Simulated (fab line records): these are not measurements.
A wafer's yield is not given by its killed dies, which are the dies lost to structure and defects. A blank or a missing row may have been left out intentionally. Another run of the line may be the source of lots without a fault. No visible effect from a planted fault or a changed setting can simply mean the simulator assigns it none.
The tool behind it: which one?    flow nand-harc    18 wafers from 6 lots sampled at 5 of the route's 1159 steps

WHAT THE GAUGES READ, wafer by wafer
NHARC_END_SORT_01.
lot   measured      on         killed-at-array
L645  day 22 07:37  prober-01  671 45 35
L642  day 22 16:13  prober-01  670 28 37

WHAT TOOL EACH LOT RAN ON (gives the tool, then ch and the chambers of the sampled wafers, and finally the start)
lot   NHARC_A_STAIRCASE_ETCH_21                      NHARC_A_STAIRCASE_TRIM_22                      NHARC_A_STAIRCASE_STRIP_175           NHARC_A_STAIRCASE_ETCH_192
L633  rie-diel-04 ch 0,2, day 11 09:08 or earlier    rie-diel-04 ch 0,2, day 11 09:08 or earlier    plasma-asher-02 ch 0,1, day 11 09:08  rie-diel-11 ch 0,2,3, day 11 11:54
L635  rie-diel-04 ch 0,1, day 11 21:02 or earlier    rie-diel-04 ch 0,1,3, day 11 21:02 or earlier  plasma-asher-01 ch 0,1, day 11 21:02  rie-diel-11 ch 1,2,3, day 11 23:51
L640  rie-diel-11 ch 1,2, day 13 08:11 or earlier    rie-diel-11 ch 0,2, day 13 08:11 or earlier    plasma-asher-02 ch 0,1, day 13 08:11  rie-diel-12 ch 0,2,3, day 13 10:20
L645  rie-diel-12 ch 0,1, day 14 05:56 or earlier    rie-diel-12 ch 2,3, day 14 05:56 or earlier    plasma-asher-01 ch 0,1, day 14 05:56  rie-diel-12 ch 0,1,3, day 14 08:02
L642  rie-diel-12 ch 0,2,3, day 14 14:44 or earlier  rie-diel-12 ch 0,1,3, day 14 14:44 or earlier  plasma-asher-02 ch 0,1, day 14 14:44  rie-diel-12 ch 0,2,3, day 14 17:08
L654  rie-diel-04 ch 0,1, day 16 08:50 or earlier    rie-diel-04 ch 0,1,3, day 16 08:50 or earlier  plasma-asher-01 ch 0,1, day 16 08:50  rie-diel-04 ch 0,1,3, day 16 10:59
- NHARC_A_STAIRCASE_ETCH_21: etches the open film in C4F8/O2, target depth 100 nm, time 40.5 s.
- NHARC_A_STAIRCASE_TRIM_22: chemistry O2, time 211.2 s.
- NHARC_A_STAIRCASE_STRIP_175: strips in O2.
- NHARC_A_STAIRCASE_ETCH_192: etches the open film in C4F8/O2, target depth 100 nm, time 40.5 s.

THE ANSWER, worked out from the rows above alone
Rule: the lots themselves supply what counts as usual. The widest of any qualifying gaps counts: lots, ordered by their means at a reading, are off when they make up no more than a third of the lots, leave a main group of 4 or more, and stand apart from it by 3 or more times the standard deviation of that group's means. If all means in a main group match to the digits the tables above print for the reading, that group is not used. Also off: a lot with no number at a reading for which 4 or more lots have one. Any other lot the step has rows for is counted as sound.
None of the lots is off at any reading shown; this tells nothing.

WHAT WAS PUT IN BY THE SIMULATOR
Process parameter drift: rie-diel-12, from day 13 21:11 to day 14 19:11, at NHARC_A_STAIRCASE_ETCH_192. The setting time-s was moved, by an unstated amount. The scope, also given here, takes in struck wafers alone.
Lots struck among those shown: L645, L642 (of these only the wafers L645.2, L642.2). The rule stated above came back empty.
